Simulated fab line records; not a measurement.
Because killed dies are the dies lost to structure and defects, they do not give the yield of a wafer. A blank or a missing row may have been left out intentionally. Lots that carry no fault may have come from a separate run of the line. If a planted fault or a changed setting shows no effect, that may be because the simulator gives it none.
Chamber matching ; flow nand_harc ; NHARC_A_ONON_D2_DEP_33 on pecvd-03: 3 sister chambers
The step deposits SiO2, target thk 200 nm. 18 wafers are shown with their chamber, then 9 later ones without.

EACH WAFER AND ITS CHAMBER
wafer;chamber;throttle_valve_pct (%);flow_sccm (sccm);heater_power_w (W)
L075.1;0;16.1;2662;735
L075.2;1;17.1;2654;544
L075.5;0;16.4;2662;582
L077.2;0;16.3;2653;625
L077.3;2;15.1;2633;657
L077.5;0;16.2;2656;629
L083.1;0;15.8;2656;623
L083.2;1;16.4;2661;691
L083.4;1;16.2;2653;522
L085.3;2;15.7;2632;669
L085.4;2;15.7;2652;659
L085.5;0;16.0;2658;658
L088.4;2;15.5;2663;618
L088.5;1;16.6;2641;526
L088.6;2;15.5;2660;624
L087.1;0;16.3;2654;719
L087.3;2;15.7;2647;534
L087.6;1;16.6;2638;667

SIGNATURES (means of the wafers above)
reading;chamber 0;chamber 1;chamber 2;scatter within a chamber
throttle_valve_pct;16.157;16.580;15.533;0.255
flow_sccm;2657.29;2649.40;2647.83;9.36
heater_power_w;653.00;590.00;626.83;62.1
Rule: for each reading, subtract the chamber's mean from the wafer's reading, divide by that reading's scatter and square the result; add these up over the readings and take the root, which gives the wafer's distance from the chamber. If the next closest chamber is less than 2 further off than the closest, the wafer can't be placed; otherwise it belongs to the closest. The scatter is the square root of a quotient: the sum, over the shown wafers, of each reading's squared deviation from its chamber's mean, divided by wafers minus chambers.

WAFERS WITH NO CHAMBER GIVEN
wafer;throttle_valve_pct (%);flow_sccm (sccm);heater_power_w (W)
L091.1;15.9;2635;661
L091.2;16.4;2645;653
L091.5;16.6;2659;640
L093.1;16.6;2634;525
L093.2;16.3;2650;706
L093.6;16.2;2659;693
L095.1;16.5;2647;634
L095.2;16.2;2655;649
L095.5;16.8;2651;645

WHICH CHAMBER EACH WENT THROUGH
wafer;from the rows above;in truth
L091.1;can't be placed: 2 or 0 or 1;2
L091.2;can't be placed: 1 or 0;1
L091.5;can't be placed: 1 or 0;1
L093.1;can't be placed: 1 or 0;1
L093.2;can't be placed: 0 or 1 or 2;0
L093.6;can't be placed: 0 or 1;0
L095.1;can't be placed: 1 or 0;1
L095.2;can't be placed: 0 or 1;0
L095.5;can't be placed: 1 or 0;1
Correct placement for 0 of the 9. Cannot be placed on the basis of these rows: 9; the candidates contain the true chamber in 9. Number placed wrongly: 0.
